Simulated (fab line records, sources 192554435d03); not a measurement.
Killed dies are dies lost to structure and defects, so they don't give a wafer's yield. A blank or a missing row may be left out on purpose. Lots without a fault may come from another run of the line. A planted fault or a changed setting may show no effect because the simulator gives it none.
Chamber matching | flow n5_finfet | N5_BEOL_M7_ETCH_61 on rie_diel-03: 4 sister chambers
The step etches SiARC in CF4, target depth 45.5 nm, time 75.8 s. 8 wafers are shown with their chamber, then 10 later ones without.

WAFERS WITH THEIR CHAMBER
wafer  | chamber | showerhead_plenum_p_Torr (Torr) | throttle_valve_pct (%)
L081.2 | 0       | 2.21                            | 16.05
L082.6 | 0       | 2.21                            | 16.04
L084.6 | 3       | 2.19                            | 15.48
L088.1 | 1       | 2.18                            | 15.48
L088.5 | 2       | 2.03                            | 15.72
L088.6 | 1       | 2.18                            | 15.48
L086.2 | 3       | 2.18                            | 15.52
L086.3 | 2       | 2.03                            | 15.72

WAFERS WITHOUT THEIR CHAMBER
wafer  | showerhead_plenum_p_Torr (Torr) | throttle_valve_pct (%)
L086.6 | 2.21                            | 16.08
L092.2 | 2.21                            | 16.09
L092.3 | 2.18                            | 15.53
L092.6 | 2.21                            | 16.10
L094.2 | 2.18                            | 15.49
L094.3 | 2.18                            | 15.56
L094.4 | 2.28                            | 15.23
L097.2 | 2.18                            | 15.56
L097.4 | 2.28                            | 15.24
L097.5 | 2.18                            | 15.56

WHICH CHAMBER EACH WENT THROUGH
wafer  | from the rows above     | in truth
L086.6 | 0                       | 0
L092.2 | 0                       | 0
L092.3 | can't be placed: 3 or 1 | 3
L092.6 | 0                       | 0
L094.2 | can't be placed: 1 or 3 | 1
L094.3 | can't be placed: 3 or 1 | 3
L094.4 | can't be placed: 3 or 1 | 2
L097.2 | can't be placed: 3 or 1 | 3
L097.4 | can't be placed: 3 or 1 | 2
L097.5 | can't be placed: 3 or 1 | 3
Placed correctly: 3 of 10. Can't be placed from these rows: 7 (the true chamber is among the candidates in 5). Placed wrongly: 0.
How it was worked out, from the rows above alone: a wafer's distance from a chamber is the root of the sum, over the readings, of the square of ((its reading less the chamber's mean) divided by the reading's scatter). The wafer belongs to the nearest chamber; if the next one is less than 2 further off, it can't be placed. A chamber's mean is the mean of its shown wafers. The scatter: the root of (the sum of the squares of (reading less its chamber's mean) over the shown wafers, divided by (wafers less chambers)).
